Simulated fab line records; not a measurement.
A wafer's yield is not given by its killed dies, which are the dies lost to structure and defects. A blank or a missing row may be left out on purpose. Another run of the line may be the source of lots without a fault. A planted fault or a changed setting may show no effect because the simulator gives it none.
Split-lot trial | flow n5_finfet | on a route of 1938 steps: 7 lots, 21 wafers read

== THE SPLIT ITSELF ==
At N5_BEOL_M7_PECVD_70 (deposits SiO2 from TEOS/O2, target thk 20 nm, time 22.7 s), the setting temp_c was moved away from the recipe's 400 C on 8 of the 21 wafers read, by -3.0% to +2.8%. For the rest of the wafers, this setting stayed at what the recipe calls for.

The split's own step is where the reading is taken.

== THE READING ==
SiO2_of_BEOL_M7_PECVD_70.thk_nm (the simulator's own value, which no gauge read), in nm, at N5_BEOL_M7_PECVD_70 (deposits SiO2 from TEOS/O2, target thk 20 nm, time 22.7 s). The file gives no usual value for it. The 13 wafers here that ran the recipe average 19.8 nm, standard deviation 0.25 nm.

wafer  | tool, chamber at the split | temp_c as run, C | against the recipe | SiO2_of_BEOL_M7_PECVD_70.thk_nm, nm | against lot-mates on the recipe
L075.1 | pecvd-04, 0                | 400              | recipe             | 19.6                                | -
L075.2 | pecvd-04, 1                | 400              | recipe             | 20.2                                | -
L075.4 | pecvd-04, 0                | 388.8            | -2.8%              | 21.6                                | +1.7
L086.2 | pecvd-02, 1                | 400              | recipe             | 19.8                                | -
L086.3 | pecvd-02, 2                | 400              | recipe             | 19.6                                | -
L086.4 | pecvd-02, 1                | 400              | recipe             | 20.2                                | -
L087.2 | pecvd-04, 2                | 407.4            | +1.8%              | 18.6                                | -1.4
L087.4 | pecvd-04, 0                | 400              | recipe             | 20                                  | -
L087.5 | pecvd-04, 1                | 407.4            | +1.8%              | 19.2                                | -0.8
L090.1 | pecvd-02, 2                | 411.4            | +2.8%              | 18                                  | -2.0
L090.3 | pecvd-02, 1                | 400              | recipe             | 20                                  | -
L090.4 | pecvd-02, 2                | 411.4            | +2.8%              | 18.6                                | -1.4
L092.2 | pecvd-04, 1,2,0            | 400              | recipe             | 19.6                                | -
L092.3 | pecvd-04, 1,2,0            | 400              | recipe             | 19.6                                | -
L092.5 | pecvd-04, 1,2,0            | 400              | recipe             | 19.6                                | -
L091.1 | pecvd-02, 2                | 400              | recipe             | 19.6                                | -
L091.3 | pecvd-02, 0                | 387.8            | -3.0%              | 20.8                                | +1.2
L091.5 | pecvd-02, 1                | 387.8            | -3.0%              | 21.6                                | +2.0
L093.1 | pecvd-01, 1                | 388.4            | -2.9%              | 21.4                                | +1.3
L093.4 | pecvd-01, 1                | 400              | recipe             | 20                                  | -
L093.5 | pecvd-01, 2                | 400              | recipe             | 20.2                                | -
The file does not say which wafer passed through which chamber wherever a row lists several chambers: such a row stands for several wafers.

THE FIT
A straight line over all 21 wafers: SiO2_of_BEOL_M7_PECVD_70.thk_nm changes by -0.518 nm for each +1% of temp_c; r = -0.95; the points scatter about the line by 0.3 nm.
The same after taking each lot's own level away (the mean of its wafers on the recipe; 21 wafers): -0.555 nm for each +1%; r = -0.97; scatter 0.25 nm.
On that fit, the largest move of temp_c shifts the reading by 1.7 nm.
From 19.60 to 20.10 nm: that is the span of the lots' own levels, equal to 2.0 times the standard deviation above.
Consequently the slope shifts little with the lot-to-lot level, the two slopes agreeing.
Check: with one of the wafers moved furthest among these (-3.0%) left out of the fit, the line predicts +1.77 nm for it against its lot-mates. Against them it came out at +1.2 nm.

== THESE WAFERS: OTHER SPLITS ==
Before the reading, these wafers also passed through other splits. Each is held against what the fit with the lots' levels taken away leaves over:
other split on the same wafers    | wafers away from the commonest value | r with SiO2_of_BEOL_M7_PECVD_70.thk_nm (lot level and that fit taken away)
N5_BEOL_M3_ALD_98 ald_cycles      | 4                                    | +0.16
N5_BEOL_M4_EXPOSE_25 dose_mj      | 9                                    | +0.02
N5_BEOL_M5_COAT_71 spin_rpm       | 6                                    | -0.35
N5_BEOL_M5_COAT_05 spin_rpm       | 4                                    | -0.01
N5_BEOL_M6_HM_DEP_02 target_thk_a | 9                                    | -0.02
N5_BEOL_M6_EXPOSE_08 dose_mj      | 7                                    | -0.02

== THE FILE'S OWN FIT ==
SiO2_of_BEOL_M7_PECVD_70.thk_nm changes by -0.547 nm for each +1% of temp_c, r = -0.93.
